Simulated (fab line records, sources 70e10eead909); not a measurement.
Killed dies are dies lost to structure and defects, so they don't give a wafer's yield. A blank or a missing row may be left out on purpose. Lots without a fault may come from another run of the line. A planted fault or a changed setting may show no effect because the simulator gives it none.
One fault seen from 2 desks | flow nand_harc | each desk has only its own numbers; what lay behind them comes last

THE TOOL OWNER'S DESK: krf_scanner-01
The tool's own readings at NHARC_P_BONDPAD_EXPOSE_06 (exposes mask P BPAD): means of the sampled wafers that have a number, for each lot that ran on this tool. A lot is out of limits, marked OUT, if its mean lies more than 4 standard deviations from the usual mean; the brackets give that distance.
Columns: A = exposure_dose_mJ_cm2 at NHARC_P_BONDPAD_EXPOSE_06, usual 37.04
lot  | first seen here | A
L101 | day 6 09:49     | 37.05
L106 | day 8 02:04     | 53.62 (+99 or more) OUT
L107 | day 8 02:42     | 50.31 (+99 or more) OUT
L110 | day 8 10:58     | 49.98 (+99 or more) OUT
L108 | day 8 16:02     | 49.93 (+99 or more) OUT
This desk's finding: out of limits on L106, L107, L108, L110; first on L106, day 8 02:04 (exposure_dose_mJ_cm2 at NHARC_P_BONDPAD_EXPOSE_06). In limits: L101.

THE METROLOGY DESK
What the gauges read, lot by lot, whatever tool the lot ran on: means of the sampled wafers that have a number. A lot is out of limits, marked OUT, if its mean lies more than 4 standard deviations from the usual mean; the brackets give that distance.
Columns: A = cd_nm at NHARC_P_BONDPAD_CD_MEAS_09, usual 499.1 nm
lot  | first seen here | A
L100 | day 6 06:33     | 499.9
L101 | day 6 09:58     | 500.4
L106 | day 8 02:13     | 511.4 (+4.9) OUT
L107 | day 8 02:51     | 508.3
L110 | day 8 11:07     | 508.6
L108 | day 8 16:11     | 509.1
L116 | day 10 10:28    | 498.8
L118 | day 10 11:22    | 499.6
L117 | day 10 12:11    | 500.0
L120 | day 11 06:22    | 497.3
L123 | day 11 19:38    | 502.8
This desk's finding: out of limits on L106; first on L106, day 8 02:13 (cd_nm at NHARC_P_BONDPAD_CD_MEAS_09). In limits: L100, L101, L107, L110, L108, L116, L118, L117, L120, L123.

PUT TOGETHER
The tool owner's desk could have raised an alarm at day 8 02:04, on L106, L107, L108, L110.
The metrology desk could have raised an alarm at day 8 02:13, on L106.
The metrology desk has L107, L108, L110 on record, within its limits.
Of the lots named, all ran NHARC_P_BONDPAD_EXPOSE_06 on krf_scanner-01.

WHAT THE SIMULATOR HAD PUT IN
Process parameter drift: krf_scanner-01, from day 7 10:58 on, at NHARC_P_BONDPAD_EXPOSE_06. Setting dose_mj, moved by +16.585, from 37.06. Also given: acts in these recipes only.
Lots struck among those shown: L106, L107, L108, L110.
Hours from the fault's start to each desk's first reading out of limits: the tool owner's desk, 15; the metrology desk, 15.
